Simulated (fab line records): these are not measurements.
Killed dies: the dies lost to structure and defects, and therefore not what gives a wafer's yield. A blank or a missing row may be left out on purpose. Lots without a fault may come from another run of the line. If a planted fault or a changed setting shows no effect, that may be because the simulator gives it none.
Comparing a struck lot with a sound one	flow nandHarc	24 steps out of a route of 1159
Sound: these wafers, L988.2, L988.4, L988.6. Wafers struck: L990.3, L990.5, L990.6. At the end, the cause is stated.
Order at every step that has rows: each side's tool, ch and its chambers, its first start. Under that, the readings that differ: sound wafers	struck wafers	difference of the means	sigmas: that difference in standard deviations of wafers without a fault.
alike: a reading whose means differ by less than 2 such deviations, as well as words and numbers matching on both sides. not compared: withheld readings; readings where some wafer has no value; bounds like >300 that might hide an equal value; numbers whose values overlap and for which the record gives no deviation.
Wherever a step has rows on one side only, a row that says differs or no value, or a row with sigmas, the two part there. Numbers that have no deviation but don't overlap get no sigmas and don't part them. Lack of a reading on every wafer of one side parts them only where that side has two or more wafers.

NHARC_P_M1_INSPECT_27:
  sound on defectInspect-02 at day 10 01:45; struck on defectInspect-02 at day 10 03:25
  alike: rawDefectCount
NHARC_P_M1_PRE_CLEAN_32: time 12 s.
  sound on pecvd-03 ch 1,2, day 10 01:49; struck on pecvd-01 ch 1,2, day 10 03:29
  alike: heaterPowerW
NHARC_P_M1_DEP_33: deposits SiCN, target thk 30 nm.
  sound on pecvd-03 ch 1,2, day 10 01:54; struck on pecvd-01 ch 1,2, day 10 03:34
  alike: heaterPowerW
then, 8 steps without rows for these wafers: NHARC_P_M2_DEP_00 (deposits SiOC, target thk 182.5 nm); NHARC_P_M2_DEHYDRATE_01 (time 120 s); NHARC_P_M2_HMDS_02 (time 30 s); NHARC_P_M2_COAT_34 (time 65 s); NHARC_P_M2_COAT_03 (resist thk 90 nm); NHARC_P_M2_SOFTBAKE_04 (time 55 s); NHARC_P_M2_EBR_05; NHARC_P_M2_EXPOSE_06 (exposes mask P M2, target cd 170 nm).
NHARC_P_M2_PEB_07: peb time 65 s.
  sound on lithoTrack-06 ch 0, day 10 03:11; struck on lithoTrack-06 ch 0, day 10 04:38
reading	sound	struck	difference	sigmas
exhaustPa (Pa)	45.4 45.8 45.3	43.1 44.3 43.2	-2.0	-2
heaterPowerTotalW (W)	156.2 157.2 157.1	147.1 147.4 147.4	-9.5	-24
plateTempC (C)	100.19 100.10 100.00	95.56 95.40 95.41	-4.64	-36
then, 1 step without rows for these wafers: NHARC_P_M2_DEVELOP_08 (develop time 35 s).
NHARC_P_M2_CD_MEAS_09 targets a cd of 170 nm.
  sound on cdSem-03 ch 0, day 10 03:16; struck on cdSem-03 ch 0, day 10 04:43
reading	sound	struck	difference	sigmas
cdNm (nm)	170.2 169.6 169.2	156.9 155.2 156.1	-13.6	-18
NHARC_P_M2_OVL_MEAS_10: pitch 340 nm.
  sound on overlay-01 at day 10 03:21; struck on overlay-01 at day 10 04:48
  alike: overlayXNm, overlayYNm
NHARC_P_M2_INSPECT_11:
  sound on defectInspect-01 at day 10 03:23; struck on defectInspect-01 at day 10 04:50
  alike: rawDefectCount
NHARC_P_M2_DESCUM_14: chemistry O2, time 3 s.
  sound on rieDiel-13 ch 1,2,3, day 10 03:27; struck on rieDiel-13 ch 0,3, day 10 04:57
reading	sound	struck	difference	sigmas
model.P_M2.cdNm (nm)	169.7 169.8 169.3	156.7 155.2 156.1	-13.6	
  alike: drypumpMotorCurrentA, o2FlowSccm, oesProductAu, rfVppV, showerheadPlenumPTorr, throttleValvePct
  not compared: rfHoursCounterH
NHARC_P_M2_ETCH_35: etches the open film in N2/H2, target depth 40 nm, overetch 12 nm, time 43.94 s.
  sound on rieDiel-13 ch 0,2,3, day 10 03:32; struck on rieDiel-13 ch 0,3, day 10 05:02
  alike: drypumpMotorCurrentA, oesProductAu, rfVppV, showerheadPlenumPTorr, throttleValvePct
  not compared: rfHoursCounterH
NHARC_P_M2_ETCH_15: etches the open film in C4F8/Ar, target depth 182.5 nm, time 91.2 s.
  sound: rieDiel-13 ch 0,2,3; struck: rieDiel-13 ch 2,3
  alike: oesProductAu, rfVppV
  not compared: rfHoursCounterH
NHARC_P_M2_CD_MEAS_16:
  sound on cdSem-01 at day 10 03:52; struck on cdSem-03 at day 10 05:16
reading	sound	struck	difference	sigmas
cdNm (nm)	169.6 169.5 169.2	156.4 155.3 155.6	-13.7	-12
NHARC_P_M2_STRIP_18: strips in N2/H2.
  sound on rieDiel-13 ch 1,3, day 10 03:58; struck on rieDiel-06 ch 1,3, day 10 05:22
  alike: drypumpMotorCurrentA, oesProductAu, powerW, rfVppV, showerheadPlenumPTorr, throttleValvePct
  not compared: rfHoursCounterH
NHARC_P_M2_ETCH_28: etches the open film in CF4/N2, target depth 30 nm, time 72.99 s.
  sound: rieDiel-13 ch 0,2,3; struck: rieDiel-06 ch 1,3
reading	sound	struck	difference	sigmas
model.P_M2.cdNm (nm)	168.8 171.1 168.6	155.5 154.1 154.8	-14.7	
  alike: drypumpMotorCurrentA, oesProductAu, rfVppV, showerheadPlenumPTorr, throttleValvePct
  not compared: rfHoursCounterH
then, 1 step without rows for these wafers: NHARC_P_M2_STRIP_19 (strips in post etch residue remover, time 600 s).
-- jump in the record: it breaks off in module P_M2 and resumes in module END (first step shown: number 1159 of the route), and 14 days separate the struck wafers' starts before and after --
NHARC_END_SORT_01:
  sound on prober-01 ch 0, day 23 13:30; struck on prober-02 ch 0, day 23 23:07
  alike: defectLimitedYield, killedAtArray, killedAtOther, killedAtPeriphery, killedDies, killedOpen, killedShort, sort_bin_2_pct, sort_bin_3_pct, sort_bin_4_pct, sortNPass, sortRimYieldPct, sortYieldPct

## WHERE THEY PART
Earliest at NHARC_P_M2_PEB_07; latest, in this record, at NHARC_P_M2_CD_MEAS_16. Later steps at which nothing parts them and some readings are alike: NHARC_P_M2_STRIP_18, NHARC_P_M2_ETCH_28, NHARC_END_SORT_01.

WHY: what the simulator had put in
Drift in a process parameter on lithoTrack-06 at NHARC_P_M2_PEB_07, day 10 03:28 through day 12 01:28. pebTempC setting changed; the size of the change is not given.
